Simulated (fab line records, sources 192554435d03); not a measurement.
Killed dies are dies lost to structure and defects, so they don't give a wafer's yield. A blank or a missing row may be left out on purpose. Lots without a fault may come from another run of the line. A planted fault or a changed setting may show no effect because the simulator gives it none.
fab line records | flow n5_finfet
record lots=11 wafers=31 last_day=17
route steps=1938 shown WELL_APT@43 PMOS_HMC_CHANNEL_EPI@74 FIN_SAQP@95
lots that met no fault: from a run of the same line without faults
start_h: hours from the record's first day to the start of the lot's first wafer shown | wait_h: hours since the lot's step before | " the same as in the row above | L1.1+2: a row that stands for several wafers | - no value, or no start given | * or withheld: withheld | < > ~ a bound
route shown NAME@n: a module of which the file shows steps, and the number in the route of the first | usual: mean/standard deviation of fault-free wafers | same: alike in all rows | chamber/n: place in a boat | sites: the reading at each site | _std_site: their standard deviation | _edge_site: outer sites' mean less inner sites' | radius_mm: how far each site lies from the wafer's centre | mask NAME#n: copy n | behind: the tool/chamber that last shaped the wafer | hold: why the lot was held/for how many hours/how that ended | device: the transistor (n, p or np) that didn't switch | end of line: the same wafers' tests at the end of the route | a step without rows: its recipe alone | killed: dies lost to structure and defects at the first sort, not the wafer's yield | map: a wafer's dies, x killed, . not, _ none there
set.NAME: the setting as run; set.NAME@STEP: as run at that earlier step | model.NAME: the simulator's own value behind a step, which no gauge read
steps of the route over a sample of lots; a table a step, a row a wafer
services: from which hour (start_h, from the record's first day; less than 0 if before it) a tool's chamber was out of use, for how many hours, and why
## steps
# step N5_WELL_APT_CD_MEAS_25
# recipe target_cd_nm=200 landing_energy_ev=500 detector=se_inlens
# usual cd_nm=199.6/1.5
# columns lot.wafer tool chamber start_h wait_h cd_nm
L957.1 cd_sem-03 0 15.53 - 200.9
L957.2 " 0 " " 201.1
L957.5 " 0 " " 198.1
L959.1 cd_sem-01 0 27.05 - 198.8
L959.2 " 0 " " 201.5
L959.4 " 0 " " 197.9
L961.2 cd_sem-02 0 38.93 - 200.4
L961.3 " 0 " " 199.7
L962.1 cd_sem-01 0 45.09 - 200.1
L962.4 " 0 " " 198.4
L962.6 " 0 " " 200.5
L964.3 cd_sem-01 0 57.36 - 199.3
L964.5 " 0 " " 197.7
L965.1 cd_sem-03 0 64.28 - 198.3
L965.2 " 0 " " 199.6
L965.6 " 0 " " 198.7
L972.1 cd_sem-01 0 105.56 - 198.9
L972.3 " 0 " " 198.6
L972.4 " 0 " " 198.6
L973.3 cd_sem-02 0 110.83 - 200.3
L973.5 " 0 " " 200.2
L973.6 " 0 " " 198.7
L976.1 cd_sem-01 0 128.94 - 199.6
L976.4 " 0 " " 200.3
L976.6 " 0 " " 200.4
L977.1 cd_sem-03 0 135.07 - 199.4
L977.2 " 0 " " 202.1
L977.6 " 0 " " 200.5
L980.1 cd_sem-03 0 153.05 - 198.0
L980.2 " 0 " " 198.0
L980.3 " 0 " " 198.0
# step N5_PMOS_HMC_CHANNEL_EPI_FIN_RECESS_16
# recipe chemistry=HBr/Cl2 target=Si mask_material=SiO2 target_depth_a=540 time_s=18 pressure_mtorr=10 icp_w=800 bias_w=75 HBr_flow_sccm=150 Cl2_flow_sccm=80
# usual HBr_flow_sccm=150.0/0.46 drypump_motor_current_A=5.6/0.45 oes_product_au=0.998/0.014 throttle_valve_pct=35.41/0.17
# columns lot.wafer tool chamber start_h wait_h HBr_flow_sccm drypump_motor_current_A oes_product_au rf_hours_counter_h throttle_valve_pct
L957.1 rie_si-04 2 18.62 0.0 150.4 5.4 0.989 99 35.37
L957.2 " 3 " " 151.3 5.8 0.992 1 35.02
L957.5 " 0 " " 150.1 5.2 0.990 - 35.32
L959.1 rie_si-04 3 29.63 0.0 150.2 5.9 0.989 1 35.01
L959.2 " 2 " " 150.1 5.4 0.987 100 35.39
L959.4 " 0 " " 149.0 5.2 1.002 140 35.32
L961.2 rie_si-04 3 41.67 0.0 150.2 5.8 1.000 2 35.02
L961.3 " 2 " " 149.5 5.4 0.981 100 35.39
L962.1 rie_si-02 2 48.21 0.0 150.1 5.3 1.000 104 35.39
L962.4 " 0 " " 149.4 5.0 1.027 72 35.37
L962.6 " 1 " " 150.5 6.4 1.025 - 35.61
L964.3 rie_si-04 3 60.34 0.0 150.6 5.8 0.991 2 35.01
L964.5 " 1 " " 150.5 5.5 0.971 - 35.39
L965.1 rie_si-04 0 67.78 0.0 150.3 5.2 0.987 140 35.32
L965.2 " 3 " " 149.8 5.9 0.999 2 35.01
L965.6 " 0 " " 150.5 5.2 0.993 - 35.34
L972.1 rie_si-03 1 108.89 0.0 149.6 6.1 1.006 153 35.66
L972.3 " 2 " " 149.6 5.7 0.982 128 35.52
L972.4 " 0 " " 150.1 5.5 0.996 47 35.58
L973.3 rie_si-02 2 114.05 0.0 150.8 5.3 0.996 105 35.37
L973.5 " 0 " " 149.1 5.0 1.027 - 35.36
L973.6 " 3 " " 150.3 5.3 1.003 - 35.45
L976.1 rie_si-04 3 131.89 0.0 149.4 5.9 0.998 3 35.02
L976.4 " 0 " " 150.1 5.2 1.002 141 35.32
L976.6 " 1 " " 149.6 5.5 0.979 - 35.39
L977.1 rie_si-02 3 137.90 0.0 150.4 5.2 0.988 117 35.46
L977.2 " 2 " " 149.5 5.3 0.992 105 35.37
L977.6 " 3 " " 150.1 5.2 0.999 - 35.46
L980.1 rie_si-03 3 155.98 0.0 149.9 6.7 1.000 6 35.52
L980.2 " 2 " " 149.9 5.7 0.984 128 35.51
L980.3 " 1 " " 149.6 6.1 1.009 154 35.65
# step N5_PMOS_HMC_CHANNEL_EPI_THK_MEAS_22
# recipe reads=SiGe30_of_PMOS_HMC_CHANNEL_EPI_EPI_20
# usual HMC_CMP_THK=53.8/0.95
# columns lot.wafer tool chamber start_h wait_h HMC_CMP_THK[nm]
L957.1 film_metro-02 - 20.43 - 53.0
L957.2 " - " " 52.3
L957.5 " - " " 53.3
L959.1 film_metro-01 - 31.83 - 52.4
L959.2 " - " " 53.3
L959.4 " - " " 54.5
L961.2 film_metro-01 - 43.88 - 52.9
L961.3 " - " " 57.7
L962.1 film_metro-01 - 50.01 - 54.2
L962.4 " - " " 55.0
L962.6 " - " " 54.8
L964.3 film_metro-01 - 62.15 - 57.1
L964.5 " - " " 52.0
L965.1 film_metro-01 - 70.04 - 58.6
L965.2 " - " " 52.2
L965.6 " - " " 53.5
L972.1 film_metro-01 - 110.69 - 53.5
L972.3 " - " " 53.5
L972.4 " - " " 55.3
L973.3 film_metro-01 - 117.50 - 54.0
L973.5 " - " " 55.1
L973.6 " - " " 54.5
L976.1 film_metro-01 - 136.07 - 53.0
L976.4 " - " " 54.2
L976.6 " - " " 53.4
L977.1 film_metro-02 - 140.18 - 54.3
L977.2 " - " " 53.9
L977.6 " - " " 54.5
L980.1 film_metro-01 - 160.38 - 53.3
L980.2 " - " " 54.1
L980.3 " - " " 53.4
# step N5_FIN_SAQP_DENSIFY_62
# recipe temp_c=700 time_s=60 ambient=N2 idle_temp_c=600 ramp_up_c_per_s=150 ramp_down_c_per_s=60 cool_to_c=600
# usual lamp_power_pct=9.86/0.054 wafer_temp_C_max=703.2/0.63
# columns lot.wafer tool chamber start_h wait_h lamp_power_pct wafer_temp_C_max
L957.1 rtp_anneal-02 0 21.50 0.1 9.88 704.2
L957.2 " 0 " " 9.82 702.8
L957.5 " 0 " " 9.85 702.9
L959.1 rtp_anneal-01 0 32.75 0.2 9.88 702.9
L959.2 " 0 " " 9.84 704.3
L959.4 " 0 " " 9.75 703.8
L961.2 rtp_anneal-01 0 44.72 0.1 9.83 702.8
L961.3 " 0 " " 9.93 702.3
L962.1 rtp_anneal-02 0 51.15 0.4 9.77 703.1
L962.4 " 0 " " 9.93 703.4
L962.6 " 0 " " 9.87 703.2
L964.3 rtp_anneal-01 0 63.13 0.2 9.82 703.0
L964.5 " 0 " " 9.86 702.8
L965.1 rtp_anneal-01 0 70.94 0.1 9.84 702.9
L965.2 " 0 " " 9.87 703.3
L965.6 " 0 " " 9.91 703.8
L972.1 rtp_anneal-01 0 113.09 0.1 9.78 702.6
L972.3 " 0 " " 9.94 704.4
L972.4 " 0 " " 9.86 702.6
L973.3 rtp_anneal-01 0 118.55 0.3 9.82 704.0
L973.5 " 0 " " 9.89 704.0
L973.6 " 0 " " 9.88 702.9
L976.1 rtp_anneal-01 0 137.01 0.1 9.88 703.2
L976.4 " 0 " " 9.92 702.9
L976.6 " 0 " " 9.88 703.3
L977.1 rtp_anneal-01 0 141.14 0.1 9.86 702.7
L977.2 " 0 " " 9.85 702.0
L977.6 " 0 " " 9.80 702.0
L980.1 rtp_anneal-02 0 162.19 0.3 9.95 703.1
L980.2 " 0 " " 9.83 703.1
L980.3 " 0 " " 9.84 703.9
# step N5_FIN_SAQP_DESCUM_21
# recipe chemistry=O2 time_s=7.9 source_power_w=50 bias_power_w=20 pressure_mtorr=20 rf_frequency_hz=2.712e+07 temp_c=40 resist=CAR-ArF o2_flow_sccm=225
# usual drypump_motor_current_A=5.9/0.46 oes_product_au=0.76/0.076 rf_vpp_V=243.1/1.2 showerhead_plenum_p_Torr=2.08/0.066 throttle_valve_pct=20.31/0.23
# columns lot.wafer tool chamber start_h wait_h drypump_motor_current_A oes_product_au rf_hours_counter_h rf_vpp_V showerhead_plenum_p_Torr throttle_valve_pct
L957.1 rie_diel-04 3 22.59 0.0 6.1 0.87 60 242.6 2.03 20.06
L957.2 " 0 " " 6.6 0.73 161 244.2 2.19 20.21
L957.5 " 3 " " 6.1 0.88 - 241.2 2.03 20.06
L959.1 rie_diel-05 2 33.84 0.0 5.9 0.71 193 242.1 1.99 20.53
L959.2 " 0 " " 5.9 0.70 191 243.4 2.00 20.29
L959.4 " 3 " " 6.1 0.73 179 244.0 2.15 20.01
L961.2 rie_diel-05 3 45.81 0.0 6.2 0.73 184 245.1 2.15 20.01
L961.3 " 0 " " 5.8 0.70 194 241.0 2.00 20.31
L962.1 rie_diel-05 2 52.12 0.0 6.0 0.72 200 242.2 1.99 20.53
L962.4 " 1 " " 5.0 0.76 151 242.9 2.08 20.09
L962.6 " 3 " " 6.1 0.73 - 244.6 2.15 20.02
L964.3 rie_diel-05 2 64.03 0.0 5.9 0.71 204 241.0 1.99 20.54
L964.5 " 2 " " 6.0 0.71 - 241.6 1.99 20.55
L965.1 rie_diel-04 1 72.06 0.0 6.1 0.72 188 245.0 2.18 20.20
L965.2 " 2 " " 6.4 0.73 172 243.0 2.06 20.50
L965.6 " 0 " " 6.6 0.71 - 244.5 2.19 20.22
L972.1 rie_diel-05 2 114.39 0.2 6.0 0.69 223 240.4 1.98 20.58
L972.3 " 1 " " 5.0 0.74 173 241.6 2.08 20.12
L972.4 " 3 " " 6.2 0.73 210 245.4 2.14 20.05
L973.3 rie_diel-03 1 119.58 0.0 6.6 0.90 36 242.1 2.04 19.99
L973.5 " 1 " " 6.6 0.89 - 242.6 2.04 20.00
L973.6 " 3 " " 5.5 0.94 - 241.4 2.05 20.33
L976.1 rie_diel-05 2 138.10 0.0 6.0 0.68 229 240.4 1.98 20.58
L976.4 " 3 " " 6.1 0.72 216 242.7 2.14 20.05
L976.6 " 2 " " 5.9 0.70 - 241.1 1.98 20.58
L977.1 rie_diel-04 1 142.23 0.0 6.1 0.70 212 243.9 2.17 20.25
L977.2 " 2 " " 6.3 0.72 196 243.1 2.05 20.53
L977.6 " 1 " " 6.1 0.70 - 244.7 2.17 20.24
L980.1 rie_diel-04 3 163.28 0.0 6.1 0.81 111 241.5 2.02 20.13
L980.2 " 2 " " 6.4 0.71 206 243.6 2.05 20.54
L980.3 " 1 " " 6.1 0.69 222 243.4 2.17 20.29
## services
# columns tool chamber start_h hours kind
rie_diel-03 0 5.82 4.5 repair
rie_si-02 0 8.62 30.8 repair
rie_si-04 1 10.15 5.6 repair
rie_diel-03 1 11.62 21.1 repair
rie_si-04 3 24.74 1.1 repair
rie_si-03 - 27.32 4.4 repair
rie_diel-05 0 37.87 5.3 repair
rie_diel-03 3 42.17 - clean
rie_diel-03 3 42.17 - consumable_replace:focus_ring
rie_diel-03 3 42.17 19.3 scheduled_down
rie_diel-03 3 42.17 19.3 vent_cycle
rie_si-04 2 54.09 3.4 repair
rie_si-02 2 59.43 29.7 repair
rie_si-02 - 79.32 2.8 pm
rie_diel-03 - 95.44 6.3 repair
rie_diel-04 1 111.29 4.4 repair
rie_diel-04 0 137.60 42.6 repair
rie_si-03 3 142.38 10.6 repair
## key
first_sign step=N5_PMOS_HMC_CHANNEL_EPI_THK_MEAS_22 reading=HMC_CMP_THK direction=up sigmas=4.2 usual=53.8 struck=57.8
effect none on later readings
met_at N5_PMOS_HMC_CHANNEL_EPI_FIN_RECESS_16
struck_lots L961,L964,L965
struck_wafers L961.3,L964.3,L965.1
tester_left_out L961,L964,L965
not_acting_at N5_WELL_APT_CD_MEAS_25,N5_FIN_SAQP_DENSIFY_62,N5_FIN_SAQP_DESCUM_21
onset_between 29.63 41.67
fault kind=process_parameter_drift tool=rie_si-04 chamber=- onset_h=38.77 steps=N5_PMOS_HMC_CHANNEL_EPI_FIN_RECESS_16 channel=time_s offset=* shape=step end_h=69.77 scope=struck_wafers_only acts_in=* stated=*
# tester_left_out: of these lots the tester's yield and bins aren't shown, on N5 and GAA mostly nor the transistor test; their killed dies are dies lost to structure and defects alone, not to doping, threshold or leakage, so they don't give the yield
